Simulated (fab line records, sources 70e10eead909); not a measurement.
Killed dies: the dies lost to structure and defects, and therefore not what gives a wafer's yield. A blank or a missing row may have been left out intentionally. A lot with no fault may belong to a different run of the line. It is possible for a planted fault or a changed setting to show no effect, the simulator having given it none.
Matching of chambers | flow nand_harc | NHARC_A_STAIRCASE_DEP_259 on pecvd-03: 3 sister chambers
The step deposits SiON, target thk 30 nm. 16 wafers are shown with their chamber, then 8 later ones without.

## WAFERS PAIRED WITH THEIR CHAMBERS
wafer  | chamber | heater_power_w (W) | chamber_pressure_Torr (Torr)
L661.1 | 0       | 640                | 3.481
L661.2 | 2       | 802                | 3.503
L661.6 | 1       | 888                | 3.486
L662.1 | 0       | 671                | 3.508
L662.2 | 1       | 839                | 3.513
L662.5 | 0       | 683                | 3.498
L664.1 | 1       | 896                | 3.506
L664.3 | 2       | 796                | 3.491
L664.6 | 0       | 749                | 3.501
L667.1 | 2       | 708                | 3.492
L667.5 | 0       | 649                | 3.494
L667.6 | 2       | 672                | 3.490
L669.3 | 1       | 890                | 3.483
L669.5 | 1       | 902                | 3.486
L669.6 | 0       | 658                | 3.483
L670.1 | 0       | 814                | 3.480

SIGNATURES (means of the wafers above)
reading               | chamber 0 | chamber 1 | chamber 2 | scatter within a chamber
heater_power_w        | 694.86    | 883.00    | 744.50    | 55
chamber_pressure_Torr | 3.49214   | 3.49480   | 3.49400   | 0.011
Rule: distance of a wafer from a chamber = root of the sum over the readings of ((wafer's reading minus chamber's mean) / reading's scatter) squared. If the next closest chamber is less than 2 further off than the closest, the wafer can't be placed; otherwise it belongs to the closest. The scatter: the root of (the sum of the squares of (reading less its chamber's mean) over the shown wafers, divided by (wafers less chambers)).

## WAFERS WITHOUT THEIR CHAMBER
wafer  | heater_power_w (W) | chamber_pressure_Torr (Torr)
L670.4 | 792                | 3.492
L670.6 | 661                | 3.504
L681.2 | 661                | 3.513
L681.5 | 675                | 3.504
L681.6 | 804                | 3.506
L682.1 | 813                | 3.490
L682.3 | 711                | 3.507
L682.5 | 908                | 3.509

## EACH ONE'S CHAMBER
wafer  | from the rows above          | in truth
L670.4 | can't be placed: 2 or 1 or 0 | 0
L670.6 | can't be placed: 0 or 2      | 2
L681.2 | can't be placed: 0 or 2      | 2
L681.5 | can't be placed: 0 or 2      | 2
L681.6 | can't be placed: 2 or 1 or 0 | 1
L682.1 | can't be placed: 2 or 1 or 0 | 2
L682.3 | can't be placed: 2 or 0 or 1 | 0
L682.5 | can't be placed: 1 or 2      | 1
Correctly placed: 0 of 8. Can't be placed from these rows: 8 (the true chamber is among the candidates in 8). Placed wrongly: 0.
